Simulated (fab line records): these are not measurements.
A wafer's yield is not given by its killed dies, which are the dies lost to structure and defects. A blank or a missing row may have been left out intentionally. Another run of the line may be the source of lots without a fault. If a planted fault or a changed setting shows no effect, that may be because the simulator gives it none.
fab line records :: flow n5_finfet :: part 2 of 2: steps 22 to 34 of 34
[record]
  lots = 5
  wafers = 15
  last_day = 18
route steps=1938 shown BEOL_M6@1196
lots with no fault: from the same line, run without faults
start_h: hours from the record's opening day to when the first of the lot's shown wafers began :: wait_h: hours from the lot's prior step to this one :: " unchanged from the row above :: L1.1+2: one row covering several wafers at once :: - value missing, or start not given :: * or withheld: withheld :: < > ~ a bound
route shown NAME@n: NAME is a module with steps in the file, n the number in the route of the first one :: usual: mean/standard deviation of fault-free wafers :: same: alike in all rows :: chamber/n: place in a boat :: sites: each site's reading :: _std_site: the values' standard deviation :: _edge_site: outer sites' mean less inner sites' :: radius_mm: for every site, how far away it sits from the centre of the wafer :: mask NAME#n: copy n :: behind: tool/chamber where the wafer was last shaped :: hold: why the lot went on hold/how many hours it stayed there/how the hold came to an end :: device: the n, p or np transistor that did not switch :: end of line: the tests these same wafers got at the end of their route :: a step with no rows: only its recipe :: killed: the dies lost at the first sort to structure and to defects; this is not the yield of the wafer :: map: dies across one wafer; x = killed, . = not, _ = none there
set.NAME: the setting the step ran with; set.NAME@STEP: the setting that earlier step ran with :: model.NAME: the simulator's own value behind a step, which no gauge read
lots at some steps of the route; a table a step, a row a wafer
services: when a tool's chamber went out of use (start_h, in hours from the record's first day, below 0 if earlier), for how many hours, and the reason
[[steps]]
[step N5_BEOL_M6_CD_MEAS_18]
[recipe]
  pitch_nm = 80
  target_cd_nm = 40
[usual]
  cd_nm = 39.9/0.58
lot.wafer: L076.2
tool: cd_sem-03
chamber: -
start_h: 213.09
wait_h: 0.1
cd_nm: 39.6

lot.wafer: L076.4
tool: cd_sem-03
chamber: -
start_h: 213.09
wait_h: 0.1
cd_nm: 38.4

lot.wafer: L076.5
tool: cd_sem-03
chamber: -
start_h: 213.09
wait_h: 0.1
cd_nm: 40.0

lot.wafer: L077.2
tool: cd_sem-02
chamber: -
start_h: 213.51
wait_h: 0.1
cd_nm: 40.0

lot.wafer: L077.4
tool: cd_sem-02
chamber: -
start_h: 213.51
wait_h: 0.1
cd_nm: 38.5

lot.wafer: L077.5
tool: cd_sem-02
chamber: -
start_h: 213.51
wait_h: 0.1
cd_nm: 39.3

lot.wafer: L085.1
tool: cd_sem-02
chamber: -
start_h: 250.70
wait_h: 0.0
cd_nm: 39.2

lot.wafer: L085.2
tool: cd_sem-02
chamber: -
start_h: 250.70
wait_h: 0.0
cd_nm: 40.0

lot.wafer: L085.4
tool: cd_sem-02
chamber: -
start_h: 250.70
wait_h: 0.0
cd_nm: 39.5

lot.wafer: L090.2
tool: cd_sem-02
chamber: -
start_h: 293.61
wait_h: 0.1
cd_nm: 38.9

lot.wafer: L090.4
tool: cd_sem-02
chamber: -
start_h: 293.61
wait_h: 0.1
cd_nm: 40.3

lot.wafer: L090.6
tool: cd_sem-02
chamber: -
start_h: 293.61
wait_h: 0.1
cd_nm: 39.5

lot.wafer: L097.4
tool: cd_sem-01
chamber: -
start_h: 337.98
wait_h: 0.1
cd_nm: 40.0

lot.wafer: L097.5
tool: cd_sem-01
chamber: -
start_h: 337.98
wait_h: 0.1
cd_nm: 40.0

lot.wafer: L097.6
tool: cd_sem-01
chamber: -
start_h: 337.98
wait_h: 0.1
cd_nm: 40.2
[step N5_BEOL_M6_COAT_63]
[recipe]
  resist = SOC
  temp_c = 250
  time_s = 60
  spin_rpm = 1500
  resist_thk_nm = 60
[usual]
  dispense_pressure_kPa = 50/3.5
lot.wafer: L076.2
tool: litho_track-03
chamber: 0
start_h: 215.11
wait_h: 2.0
dispense_pressure_kPa: 47

lot.wafer: L076.4
tool: litho_track-03
chamber: 0
start_h: 215.11
wait_h: 2.0
dispense_pressure_kPa: 47

lot.wafer: L076.5
tool: litho_track-03
chamber: 0
start_h: 215.11
wait_h: 2.0
dispense_pressure_kPa: 47

lot.wafer: L077.2
tool: litho_track-05
chamber: 0
start_h: 215.11
wait_h: 1.6
dispense_pressure_kPa: 58

lot.wafer: L077.4
tool: litho_track-05
chamber: 0
start_h: 215.11
wait_h: 1.6
dispense_pressure_kPa: 58

lot.wafer: L077.5
tool: litho_track-05
chamber: 0
start_h: 215.11
wait_h: 1.6
dispense_pressure_kPa: 58

lot.wafer: L085.1
tool: litho_track-02
chamber: 0
start_h: 250.74
wait_h: 0.0
dispense_pressure_kPa: 50

lot.wafer: L085.2
tool: litho_track-02
chamber: 0
start_h: 250.74
wait_h: 0.0
dispense_pressure_kPa: 50

lot.wafer: L085.4
tool: litho_track-02
chamber: 0
start_h: 250.74
wait_h: 0.0
dispense_pressure_kPa: 50

lot.wafer: L090.2
tool: litho_track-05
chamber: 0
start_h: 293.85
wait_h: 0.2
dispense_pressure_kPa: 58

lot.wafer: L090.4
tool: litho_track-05
chamber: 0
start_h: 293.85
wait_h: 0.2
dispense_pressure_kPa: 58

lot.wafer: L090.6
tool: litho_track-05
chamber: 0
start_h: 293.85
wait_h: 0.2
dispense_pressure_kPa: 58

lot.wafer: L097.4
tool: litho_track-03
chamber: 0
start_h: 340.48
wait_h: 2.5
dispense_pressure_kPa: 47

lot.wafer: L097.5
tool: litho_track-03
chamber: 0
start_h: 340.48
wait_h: 2.5
dispense_pressure_kPa: 47

lot.wafer: L097.6
tool: litho_track-03
chamber: 0
start_h: 340.48
wait_h: 2.5
dispense_pressure_kPa: 47
[step N5_BEOL_M6_COAT_64]
[recipe]
  resist = SiARC
  temp_c = 220
  time_s = 60
  spin_rpm = 1500
  resist_thk_nm = 12
[usual]
  dispense_pressure_kPa = 50/3.5
lot.wafer: L076.2
tool: litho_track-03
chamber: 0
start_h: -
wait_h: -
dispense_pressure_kPa: 47

lot.wafer: L076.4
tool: litho_track-03
chamber: 0
start_h: -
wait_h: -
dispense_pressure_kPa: 47

lot.wafer: L076.5
tool: litho_track-03
chamber: 0
start_h: -
wait_h: -
dispense_pressure_kPa: 47

lot.wafer: L077.2
tool: litho_track-05
chamber: 0
start_h: -
wait_h: -
dispense_pressure_kPa: 58

lot.wafer: L077.4
tool: litho_track-05
chamber: 0
start_h: -
wait_h: -
dispense_pressure_kPa: 58

lot.wafer: L077.5
tool: litho_track-05
chamber: 0
start_h: -
wait_h: -
dispense_pressure_kPa: 58

lot.wafer: L085.1
tool: litho_track-02
chamber: 0
start_h: -
wait_h: -
dispense_pressure_kPa: 50

lot.wafer: L085.2
tool: litho_track-02
chamber: 0
start_h: -
wait_h: -
dispense_pressure_kPa: 50

lot.wafer: L085.4
tool: litho_track-02
chamber: 0
start_h: -
wait_h: -
dispense_pressure_kPa: 50

lot.wafer: L090.2
tool: litho_track-05
chamber: 0
start_h: -
wait_h: -
dispense_pressure_kPa: 58

lot.wafer: L090.4
tool: litho_track-05
chamber: 0
start_h: -
wait_h: -
dispense_pressure_kPa: 58

lot.wafer: L090.6
tool: litho_track-05
chamber: 0
start_h: -
wait_h: -
dispense_pressure_kPa: 58

lot.wafer: L097.4
tool: litho_track-03
chamber: 0
start_h: -
wait_h: -
dispense_pressure_kPa: 47

lot.wafer: L097.5
tool: litho_track-03
chamber: 0
start_h: -
wait_h: -
dispense_pressure_kPa: 47

lot.wafer: L097.6
tool: litho_track-03
chamber: 0
start_h: -
wait_h: -
dispense_pressure_kPa: 47
[step N5_BEOL_M6_COAT_71]
[recipe]
  resist = underlayer
  temp_c = 205
  time_s = 60
  spin_rpm = 1500
  resist_thk_nm = 5
[usual]
  dispense_pressure_kPa = 50/3.5
lot.wafer: L076.2
tool: litho_track-03
chamber: 0
start_h: -
wait_h: -
dispense_pressure_kPa: 47

lot.wafer: L076.4
tool: litho_track-03
chamber: 0
start_h: -
wait_h: -
dispense_pressure_kPa: 47

lot.wafer: L076.5
tool: litho_track-03
chamber: 0
start_h: -
wait_h: -
dispense_pressure_kPa: 47

lot.wafer: L077.2
tool: litho_track-05
chamber: 0
start_h: -
wait_h: -
dispense_pressure_kPa: 58

lot.wafer: L077.4
tool: litho_track-05
chamber: 0
start_h: -
wait_h: -
dispense_pressure_kPa: 58

lot.wafer: L077.5
tool: litho_track-05
chamber: 0
start_h: -
wait_h: -
dispense_pressure_kPa: 58

lot.wafer: L085.1
tool: litho_track-02
chamber: 0
start_h: -
wait_h: -
dispense_pressure_kPa: 50

lot.wafer: L085.2
tool: litho_track-02
chamber: 0
start_h: -
wait_h: -
dispense_pressure_kPa: 50

lot.wafer: L085.4
tool: litho_track-02
chamber: 0
start_h: -
wait_h: -
dispense_pressure_kPa: 50

lot.wafer: L090.2
tool: litho_track-05
chamber: 0
start_h: -
wait_h: -
dispense_pressure_kPa: 58

lot.wafer: L090.4
tool: litho_track-05
chamber: 0
start_h: -
wait_h: -
dispense_pressure_kPa: 58

lot.wafer: L090.6
tool: litho_track-05
chamber: 0
start_h: -
wait_h: -
dispense_pressure_kPa: 58

lot.wafer: L097.4
tool: litho_track-03
chamber: 0
start_h: -
wait_h: -
dispense_pressure_kPa: 47

lot.wafer: L097.5
tool: litho_track-03
chamber: 0
start_h: -
wait_h: -
dispense_pressure_kPa: 47

lot.wafer: L097.6
tool: litho_track-03
chamber: 0
start_h: -
wait_h: -
dispense_pressure_kPa: 47
[step N5_BEOL_M6_COAT_22]
[recipe]
  resist = CAR-EUV
  spin_rpm = 1500
  resist_thk_nm = 30
[usual]
  dispense_pressure_kPa = 50/3.5
lot.wafer: L076.2
tool: litho_track-03
chamber: 0
start_h: -
wait_h: -
dispense_pressure_kPa: 47

lot.wafer: L076.4
tool: litho_track-03
chamber: 0
start_h: -
wait_h: -
dispense_pressure_kPa: 47

lot.wafer: L076.5
tool: litho_track-03
chamber: 0
start_h: -
wait_h: -
dispense_pressure_kPa: 47

lot.wafer: L077.2
tool: litho_track-05
chamber: 0
start_h: -
wait_h: -
dispense_pressure_kPa: 58

lot.wafer: L077.4
tool: litho_track-05
chamber: 0
start_h: -
wait_h: -
dispense_pressure_kPa: 58

lot.wafer: L077.5
tool: litho_track-05
chamber: 0
start_h: -
wait_h: -
dispense_pressure_kPa: 58

lot.wafer: L085.1
tool: litho_track-02
chamber: 0
start_h: -
wait_h: -
dispense_pressure_kPa: 50

lot.wafer: L085.2
tool: litho_track-02
chamber: 0
start_h: -
wait_h: -
dispense_pressure_kPa: 49

lot.wafer: L085.4
tool: litho_track-02
chamber: 0
start_h: -
wait_h: -
dispense_pressure_kPa: 50

lot.wafer: L090.2
tool: litho_track-05
chamber: 0
start_h: -
wait_h: -
dispense_pressure_kPa: 58

lot.wafer: L090.4
tool: litho_track-05
chamber: 0
start_h: -
wait_h: -
dispense_pressure_kPa: 58

lot.wafer: L090.6
tool: litho_track-05
chamber: 0
start_h: -
wait_h: -
dispense_pressure_kPa: 58

lot.wafer: L097.4
tool: litho_track-03
chamber: 0
start_h: -
wait_h: -
dispense_pressure_kPa: 47

lot.wafer: L097.5
tool: litho_track-03
chamber: 0
start_h: -
wait_h: -
dispense_pressure_kPa: 47

lot.wafer: L097.6
tool: litho_track-03
chamber: 0
start_h: -
wait_h: -
dispense_pressure_kPa: 47
[step N5_BEOL_M6_EBR_24]
[recipe]
  solvent = PGMEA
  ebr_width_mm = 1.5
[same]
  ebr_width_mm = 1.5
lot.wafer: L076.2+4+5
tool: litho_track-03
chamber: 0
start_h: -
wait_h: -

lot.wafer: L077.2+4+5
tool: litho_track-05
chamber: 0
start_h: -
wait_h: -

lot.wafer: L085.1+2+4
tool: litho_track-02
chamber: 0
start_h: -
wait_h: -

lot.wafer: L090.2+4+6
tool: litho_track-05
chamber: 0
start_h: -
wait_h: -

lot.wafer: L097.4+5+6
tool: litho_track-03
chamber: 0
start_h: -
wait_h: -
[step N5_BEOL_M6_SOFTBAKE_23]
[recipe]
  temp_c = 110
  time_s = 60
  resist = CAR-EUV
lot.wafer: L076.2+4+5
tool: litho_track-03
chamber: 0
start_h: -
wait_h: -

lot.wafer: L077.2+4+5
tool: litho_track-05
chamber: 0
start_h: -
wait_h: -

lot.wafer: L085.1+2+4
tool: litho_track-02
chamber: 0
start_h: -
wait_h: -

lot.wafer: L090.2+4+6
tool: litho_track-05
chamber: 0
start_h: -
wait_h: -

lot.wafer: L097.4+5+6
tool: litho_track-03
chamber: 0
start_h: -
wait_h: -
[step N5_BEOL_M6_EXPOSE_25]
[recipe]
  mask_id = V5
  na = 0.33
  source_shape = annular
  sigma_inner = 0.4
  sigma_outer = 0.8
  polarization = unpolarized
  target_cd_nm = 40
  dose_mj = 45
[usual]
  reticle_temp_C = 22.97/0.096
[same]
  sigma_outer = 0.8
lot.wafer: L076.2
tool: euv_scanner-01
chamber: 0
start_h: 216.23
wait_h: -
mask: V5#0
reticle_temp_C: 22.84

lot.wafer: L076.4
tool: euv_scanner-01
chamber: 0
start_h: 216.23
wait_h: -
mask: V5#0
reticle_temp_C: 22.77

lot.wafer: L076.5
tool: euv_scanner-01
chamber: 0
start_h: 216.23
wait_h: -
mask: V5#0
reticle_temp_C: 22.82

lot.wafer: L077.2
tool: euv_scanner-01
chamber: 0
start_h: 216.27
wait_h: -
mask: V5#0
reticle_temp_C: 22.96

lot.wafer: L077.4
tool: euv_scanner-01
chamber: 0
start_h: 216.27
wait_h: -
mask: V5#0
reticle_temp_C: 22.80

lot.wafer: L077.5
tool: euv_scanner-01
chamber: 0
start_h: 216.27
wait_h: -
mask: V5#0
reticle_temp_C: 22.82

lot.wafer: L085.1
tool: euv_scanner-01
chamber: 0
start_h: 251.00
wait_h: -
mask: V5#0
reticle_temp_C: 22.98

lot.wafer: L085.2
tool: euv_scanner-01
chamber: 0
start_h: 251.00
wait_h: -
mask: V5#0
reticle_temp_C: 23.01

lot.wafer: L085.4
tool: euv_scanner-01
chamber: 0
start_h: 251.00
wait_h: -
mask: V5#0
reticle_temp_C: 23.04

lot.wafer: L090.2
tool: euv_scanner-01
chamber: 0
start_h: 294.13
wait_h: -
mask: V5#0
reticle_temp_C: 23.05

lot.wafer: L090.4
tool: euv_scanner-01
chamber: 0
start_h: 294.13
wait_h: -
mask: V5#0
reticle_temp_C: 23.09

lot.wafer: L090.6
tool: euv_scanner-01
chamber: 0
start_h: 294.13
wait_h: -
mask: V5#0
reticle_temp_C: 22.98

lot.wafer: L097.4
tool: euv_scanner-02
chamber: 0
start_h: 340.64
wait_h: -
mask: V5#0
reticle_temp_C: 22.98

lot.wafer: L097.5
tool: euv_scanner-02
chamber: 0
start_h: 340.64
wait_h: -
mask: V5#0
reticle_temp_C: 23.06

lot.wafer: L097.6
tool: euv_scanner-02
chamber: 0
start_h: 340.64
wait_h: -
mask: V5#0
reticle_temp_C: 23.06
[step N5_BEOL_M6_PEB_26]
[recipe]
  peb_temp_c = 100
  peb_time_s = 60
  resist = CAR-EUV
lot.wafer: L076.2+4+5
tool: litho_track-03
chamber: 0
start_h: 216.35
wait_h: 0.1

lot.wafer: L077.2+4+5
tool: litho_track-02
chamber: 0
start_h: 216.40
wait_h: 0.1

lot.wafer: L085.1+2+4
tool: litho_track-03
chamber: 0
start_h: 251.07
wait_h: 0.1

lot.wafer: L090.2+4+6
tool: litho_track-02
chamber: 0
start_h: 294.20
wait_h: 0.1

lot.wafer: L097.4+5+6
tool: litho_track-03
chamber: 0
start_h: 340.69
wait_h: 0.0
[step N5_BEOL_M6_DEVELOP_27]
[recipe]
  develop_time_s = 30
  developer = TMAH
  resist = CAR-EUV
  rinse_liquid = surfactant_rinse
  dry = air_spin
  dev_temp_c = 23
lot.wafer: L076.2+4+5
tool: litho_track-03
chamber: 0
start_h: -
wait_h: -

lot.wafer: L077.2+4+5
tool: litho_track-02
chamber: 0
start_h: -
wait_h: -

lot.wafer: L085.1+2+4
tool: litho_track-03
chamber: 0
start_h: -
wait_h: -

lot.wafer: L090.2+4+6
tool: litho_track-02
chamber: 0
start_h: -
wait_h: -

lot.wafer: L097.4+5+6
tool: litho_track-03
chamber: 0
start_h: -
wait_h: -
[step N5_BEOL_M6_CD_MEAS_28]
[recipe]
  target_cd_nm = 40
  landing_energy_ev = 500
  detector = se_inlens
[usual]
  cd_nm = 40.09/0.25
[same]
  landing_energy_ev = 500
lot.wafer: L076.2
tool: cd_sem-03
chamber: 0
start_h: 216.42
wait_h: -
cd_nm: 40.25

lot.wafer: L076.4
tool: cd_sem-03
chamber: 0
start_h: 216.42
wait_h: -
cd_nm: 40.18

lot.wafer: L076.5
tool: cd_sem-03
chamber: 0
start_h: 216.42
wait_h: -
cd_nm: 40.52

lot.wafer: L077.2
tool: cd_sem-01
chamber: 0
start_h: 216.46
wait_h: -
cd_nm: 40.21

lot.wafer: L077.4
tool: cd_sem-01
chamber: 0
start_h: 216.46
wait_h: -
cd_nm: 40.23

lot.wafer: L077.5
tool: cd_sem-01
chamber: 0
start_h: 216.46
wait_h: -
cd_nm: 40.22

lot.wafer: L085.1
tool: cd_sem-01
chamber: 0
start_h: 251.14
wait_h: -
cd_nm: 40.16

lot.wafer: L085.2
tool: cd_sem-01
chamber: 0
start_h: 251.14
wait_h: -
cd_nm: 40.19

lot.wafer: L085.4
tool: cd_sem-01
chamber: 0
start_h: 251.14
wait_h: -
cd_nm: 40.04

lot.wafer: L090.2
tool: cd_sem-01
chamber: 0
start_h: 294.26
wait_h: -
cd_nm: 40.26

lot.wafer: L090.4
tool: cd_sem-01
chamber: 0
start_h: 294.26
wait_h: -
cd_nm: 39.94

lot.wafer: L090.6
tool: cd_sem-01
chamber: 0
start_h: 294.26
wait_h: -
cd_nm: 40.10

lot.wafer: L097.4
tool: cd_sem-01
chamber: 0
start_h: 340.76
wait_h: -
cd_nm: 40.12

lot.wafer: L097.5
tool: cd_sem-01
chamber: 0
start_h: 340.76
wait_h: -
cd_nm: 40.30

lot.wafer: L097.6
tool: cd_sem-01
chamber: 0
start_h: 340.76
wait_h: -
cd_nm: 39.47
[step N5_BEOL_M6_OVL_MEAS_29]
[recipe]
  points_per_wafer = 522
[usual]
  V5_OVL = -0.3/0.64
lot.wafer: L076.2
tool: overlay-01
chamber: 0
start_h: 216.47
wait_h: 0.0
V5_OVL[nm]: 0.1

lot.wafer: L076.4
tool: overlay-01
chamber: 0
start_h: 216.47
wait_h: 0.0
V5_OVL[nm]: -1.0

lot.wafer: L076.5
tool: overlay-01
chamber: 0
start_h: 216.47
wait_h: 0.0
V5_OVL[nm]: -1.3

lot.wafer: L077.2
tool: overlay-02
chamber: 0
start_h: 216.50
wait_h: 0.0
V5_OVL[nm]: -0.3

lot.wafer: L077.4
tool: overlay-02
chamber: 0
start_h: 216.50
wait_h: 0.0
V5_OVL[nm]: 0.7

lot.wafer: L077.5
tool: overlay-02
chamber: 0
start_h: 216.50
wait_h: 0.0
V5_OVL[nm]: -0.2

lot.wafer: L085.1
tool: overlay-02
chamber: 0
start_h: 251.17
wait_h: 0.0
V5_OVL[nm]: -0.6

lot.wafer: L085.2
tool: overlay-02
chamber: 0
start_h: 251.17
wait_h: 0.0
V5_OVL[nm]: -0.1

lot.wafer: L085.4
tool: overlay-02
chamber: 0
start_h: 251.17
wait_h: 0.0
V5_OVL[nm]: -0.5

lot.wafer: L090.2
tool: overlay-01
chamber: 0
start_h: 294.30
wait_h: 0.0
V5_OVL[nm]: -0.1

lot.wafer: L090.4
tool: overlay-01
chamber: 0
start_h: 294.30
wait_h: 0.0
V5_OVL[nm]: -0.7

lot.wafer: L090.6
tool: overlay-01
chamber: 0
start_h: 294.30
wait_h: 0.0
V5_OVL[nm]: 0.0

lot.wafer: L097.4
tool: overlay-01
chamber: 0
start_h: 340.80
wait_h: 0.0
V5_OVL[nm]: -0.4

lot.wafer: L097.5
tool: overlay-01
chamber: 0
start_h: 340.80
wait_h: 0.0
V5_OVL[nm]: -0.1

lot.wafer: L097.6
tool: overlay-01
chamber: 0
start_h: 340.80
wait_h: 0.0
V5_OVL[nm]: -0.3
[step N5_BEOL_M6_INSPECT_30]
[recipe]
  mode = adi
  inspect_instrument = brightfield
[usual]
  raw_defect_count = 439/84
lot.wafer: L076.2
tool: defect_inspect-02
chamber: -
start_h: 216.52
wait_h: 0.0
raw_defect_count: 515

lot.wafer: L076.4
tool: defect_inspect-02
chamber: -
start_h: 216.52
wait_h: 0.0
raw_defect_count: 447

lot.wafer: L076.5
tool: defect_inspect-02
chamber: -
start_h: 216.52
wait_h: 0.0
raw_defect_count: 584

lot.wafer: L077.2
tool: defect_inspect-02
chamber: -
start_h: 216.55
wait_h: 0.0
raw_defect_count: 316

lot.wafer: L077.4
tool: defect_inspect-02
chamber: -
start_h: 216.55
wait_h: 0.0
raw_defect_count: 544

lot.wafer: L077.5
tool: defect_inspect-02
chamber: -
start_h: 216.55
wait_h: 0.0
raw_defect_count: 352

lot.wafer: L085.1
tool: defect_inspect-02
chamber: -
start_h: 251.23
wait_h: 0.1
raw_defect_count: 356

lot.wafer: L085.2
tool: defect_inspect-02
chamber: -
start_h: 251.23
wait_h: 0.1
raw_defect_count: 467

lot.wafer: L085.4
tool: defect_inspect-02
chamber: -
start_h: 251.23
wait_h: 0.1
raw_defect_count: 523

lot.wafer: L090.2
tool: defect_inspect-01
chamber: -
start_h: 294.35
wait_h: 0.0
raw_defect_count: 381

lot.wafer: L090.4
tool: defect_inspect-01
chamber: -
start_h: 294.35
wait_h: 0.0
raw_defect_count: 378

lot.wafer: L090.6
tool: defect_inspect-01
chamber: -
start_h: 294.35
wait_h: 0.0
raw_defect_count: 416

lot.wafer: L097.4
tool: defect_inspect-02
chamber: -
start_h: 340.84
wait_h: 0.0
raw_defect_count: 387

lot.wafer: L097.5
tool: defect_inspect-02
chamber: -
start_h: 340.84
wait_h: 0.0
raw_defect_count: 401

lot.wafer: L097.6
tool: defect_inspect-02
chamber: -
start_h: 340.84
wait_h: 0.0
raw_defect_count: 459
[[services]]
tool: rie_metal-02
chamber: 0
start_h: 185.95
hours: 2.6
kind: repair

tool: euv_scanner-02
chamber: -
start_h: 186.91
hours: 1.0
kind: pm

tool: euv_scanner-01
chamber: -
start_h: 194.45
hours: 4.6
kind: pm

tool: arfi_scanner-02
chamber: -
start_h: 196.32
hours: 0.8
kind: pm

tool: euv_scanner-01
chamber: -
start_h: 206.52
hours: 1.0
kind: pm

tool: pecvd-04
chamber: 0
start_h: 214.44
hours: 25.6
kind: repair

tool: rie_diel-06
chamber: -
start_h: 233.19
hours: 15.6
kind: pm

tool: pecvd-04
chamber: 2
start_h: 242.61
hours: 6.9
kind: repair

tool: arfi_scanner-02
chamber: -
start_h: 244.11
hours: 1.3
kind: pm

tool: rie_diel-06
chamber: 3
start_h: 251.02
hours: 9.4
kind: repair

tool: arfi_scanner-02
chamber: -
start_h: 252.79
hours: 1.0
kind: pm

tool: rie_diel-03
chamber: 3
start_h: 259.60
hours: 4.2
kind: repair

tool: euv_scanner-01
chamber: -
start_h: 262.67
hours: 1.0
kind: pm

tool: rie_diel-06
chamber: 0
start_h: 263.94
hours: 4.2
kind: repair

tool: arfi_scanner-02
chamber: -
start_h: 266.70
hours: 1.0
kind: pm

tool: rie_diel-06
chamber: -
start_h: 277.23
hours: 4.3
kind: pm

tool: rie_diel-01
chamber: 0
start_h: 287.50
hours: 1.8
kind: repair

tool: pecvd-04
chamber: 2
start_h: 289.93
hours: 9.3
kind: repair

tool: arfi_scanner-02
chamber: -
start_h: 299.76
hours: 14.1
kind: repair

tool: rie_diel-03
chamber: 0
start_h: 303.24
hours: 7.5
kind: repair

tool: rie_diel-06
chamber: 2
start_h: 309.91
hours: 2.8
kind: repair

tool: rie_metal-03
chamber: -
start_h: 310.55
hours: 1.4
kind: pm

tool: euv_scanner-01
chamber: -
start_h: 314.95
hours: 5.8
kind: pm

tool: rie_diel-03
chamber: 1
start_h: 321.25
hours: 4.6
kind: repair
